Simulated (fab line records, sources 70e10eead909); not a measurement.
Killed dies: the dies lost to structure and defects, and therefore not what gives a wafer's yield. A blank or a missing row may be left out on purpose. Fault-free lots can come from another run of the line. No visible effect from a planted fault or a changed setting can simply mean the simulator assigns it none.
Chamber matching / flow nand-harc / NHARC_A_CONTACT_CMP_20 on cmp-01 has 4 sister chambers
The step polishes, t overpolish 30 s, target thk 300 nm. 4 wafers are shown with their chamber, then 9 later ones without.

## WAFERS WITH THEIR CHAMBER
wafer=L074.6; chamber=0; motor-current-A (A)=10.7
wafer=L082.4; chamber=1; motor-current-A (A)=14.3
wafer=L084.5; chamber=2; motor-current-A (A)=13.7
wafer=L084.6; chamber=3; motor-current-A (A)=13.6

## WAFERS WITHOUT THEIR CHAMBER
wafer=L093.1; motor-current-A (A)=14.4
wafer=L093.2; motor-current-A (A)=14.4
wafer=L093.6; motor-current-A (A)=10.5
wafer=L095.2; motor-current-A (A)=10.8
wafer=L095.3; motor-current-A (A)=14.3
wafer=L095.4; motor-current-A (A)=13.4
wafer=L097.1; motor-current-A (A)=13.9
wafer=L097.5; motor-current-A (A)=14.0
wafer=L097.6; motor-current-A (A)=13.3

## WHICH CHAMBER EACH ONE RAN IN
wafer=L093.1; from the rows above=1; in truth=1
wafer=L093.2; from the rows above=1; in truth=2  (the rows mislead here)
wafer=L093.6; from the rows above=0; in truth=0
wafer=L095.2; from the rows above=0; in truth=0
wafer=L095.3; from the rows above=1; in truth=1
wafer=L095.4; from the rows above=can't be placed: 3 or 2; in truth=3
wafer=L097.1; from the rows above=can't be placed: 2 or 3 or 1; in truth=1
wafer=L097.5; from the rows above=can't be placed: 1 or 2 or 3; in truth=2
wafer=L097.6; from the rows above=can't be placed: 3 or 2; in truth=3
Correctly placed: 4 of 9. These rows do not allow placing 4 (true chamber among the candidates in 4). Placed wrongly: 1.
How it was worked out, from the rows above alone: a wafer's distance from a chamber is the root of the sum, over the readings, of the square of ((its reading less the chamber's mean) divided by the reading's scatter). The wafer belongs to the nearest chamber; if the next one is less than 2 further off, it can't be placed. A chamber's mean is the mean of its shown wafers. The scatter: root of mean squared gap, hidden wafer to nearest shown wafer, with one shown wafer a chamber.
